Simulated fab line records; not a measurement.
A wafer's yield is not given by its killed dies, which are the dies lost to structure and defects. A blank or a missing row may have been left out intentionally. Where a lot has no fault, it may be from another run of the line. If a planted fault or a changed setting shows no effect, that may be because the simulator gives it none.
One fault through the eyes of 2 desks ; flow nand-harc ; what lay behind the numbers comes last; until then each desk has only its own

== THE METROLOGY DESK ==
What the gauges read, lot by lot, whatever tool the lot ran on: means of the sampled wafers that have a number. A lot is out of limits, marked OUT, if its mean lies more than 4 standard deviations from the usual mean; the brackets give that distance.
Columns: A = overlay-x-nm at NHARC_P_M2_OVL_MEAS_10, usual 0.0 nm; B = overlay-y-nm at NHARC_P_M2_OVL_MEAS_10, usual 0.2 nm
lot;first seen here;A;B
L574;day 7 13:55;-0.4;1.3
L575;day 8 01:32;0.4;-1.3
L577;day 8 20:53;0.1;0.2
L578;day 9 12:55;-0.1;1.5
L579;day 9 18:41;-0.6;0.1
L587;day 13 05:22;-0.2;0.9
L588;day 13 07:17;0.8;0.4
L589;day 13 19:07;1.2;0.9
L590;day 14 05:44;1.0;-0.0
L591;day 14 19:19;0.3;0.7
L593;day 15 12:38;-0.5;0.0
L594;day 15 20:20;-0.4;0.0
Finding of this desk: none of the 12 lots has anything out of limits.

== TOOL OWNER'S DESK, pecvd-01 ==
The tool's own readings at NHARC_P_BONDPAD_DEP_00 (deposits SiCN, target thk 250 nm): means of the sampled wafers that have a number, for each lot that ran on this tool. A lot is out of limits, marked OUT, if its mean lies more than 4 standard deviations from the usual mean; the brackets give that distance.
Columns: A = heater-power-w at NHARC_P_BONDPAD_DEP_00, usual 572 W; B = rf-fwd-power-W at NHARC_P_BONDPAD_DEP_00, usual 449.2 W; C = showerhead-vpp-V at NHARC_P_BONDPAD_DEP_00, usual 1325 V
lot;first seen here;A;B;C
L577;day 9 00:06;559;448.5;1303
L578;day 9 16:08;573;387.8 (-41) OUT;1201
L579;day 9 21:57;585;389.6 (-40) OUT;1206
L588;day 13 10:39;547;448.1;1306
L589;day 13 22:23;516;448.5;1307
L593;day 15 15:52;551;449.7;1310
Finding of this desk: L578, L579 out of limits; the first was L578 at day 9 16:08, on rf-fwd-power-W at NHARC_P_BONDPAD_DEP_00. Within limits: L577, L588, L589, L593.

== BROUGHT TOGETHER ==
The tool owner's desk could have raised an alarm at day 9 16:08, on L578, L579.
The metrology desk saw nothing out of limits.
The metrology desk has L578, L579 on record, within its limits.
NHARC_P_BONDPAD_DEP_00 was run on pecvd-01 by each of the lots named.

== WHAT THE SIMULATOR HAD PUT IN ==
pecvd-01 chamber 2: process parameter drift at NHARC_P_BONDPAD_DEP_00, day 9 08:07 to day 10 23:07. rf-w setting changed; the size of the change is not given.
Shown lots that were struck: L578, L579.
Each desk's first reading out of limits, in hours after the fault started: the tool owner's desk, 8.
